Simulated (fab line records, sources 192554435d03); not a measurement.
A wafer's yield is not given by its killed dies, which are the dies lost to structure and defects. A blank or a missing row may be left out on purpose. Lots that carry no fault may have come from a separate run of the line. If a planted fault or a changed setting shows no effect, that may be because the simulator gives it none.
Chamber matching -- flow n5-finfet -- 3 sister chambers for N5_FIN_SAQP_PECVD_47 on pecvd-01
The step deposits a-Si from SiH4/He, target thk 45 nm, time 36.3 s. 14 wafers are shown with their chamber, then 7 later ones without.

## WAFERS PAIRED WITH THEIR CHAMBERS
wafer,chamber,throttle-valve-pct (%),heater-power-w (W),heater-power-outer-w (W)
L369.2,1,18.7,989,587
L369.5,0,17.5,1082,642
L369.6,1,19.0,992,584
L372.3,2,17.0,702,421
L372.4,1,18.6,870,501
L372.6,0,17.4,1103,652
L373.1,2,16.7,732,441
L373.4,2,17.1,727,437
L373.6,1,18.6,864,503
L375.2,0,17.8,1129,732
L375.4,2,17.1,794,477
L375.6,1,18.6,988,574
L376.2,1,18.6,888,486
L376.3,0,17.3,1166,713

SIGNATURES (averages over the wafers above)
reading,chamber 0,chamber 1,chamber 2,scatter within a chamber
throttle-valve-pct,17.500,18.683,16.975,0.185
heater-power-w,1120.00,931.83,738.75,51.3
heater-power-outer-w,684.75,539.17,444.00,41.2
Rule: for a wafer and a chamber, the distance is found by dividing, reading by reading, the gap between the wafer's reading and the chamber's mean by the reading's scatter, squaring, summing and taking the root. If the next closest chamber is less than 2 further off than the closest, the wafer can't be placed; otherwise it belongs to the closest. The scatter: the root of (the sum of the squares of (reading less its chamber's mean) over the shown wafers, divided by (wafers less chambers)).

## WAFERS WHOSE CHAMBER IS MISSING
wafer,throttle-valve-pct (%),heater-power-w (W),heater-power-outer-w (W)
L376.6,18.9,865,495
L381.1,18.9,835,479
L381.2,17.4,1158,754
L381.3,17.1,775,465
L385.3,17.4,1057,626
L385.4,17.6,1050,651
L385.6,18.8,946,562

## EACH ONE'S CHAMBER
wafer,from the rows above,in truth
L376.6,1,1
L381.1,1,1
L381.2,0,0
L381.3,2,2
L385.3,0,0
L385.4,0,0
L385.6,1,1
Placed correctly: 7 of 7. From these rows, 0 cannot be placed. Wrongly placed: 0.
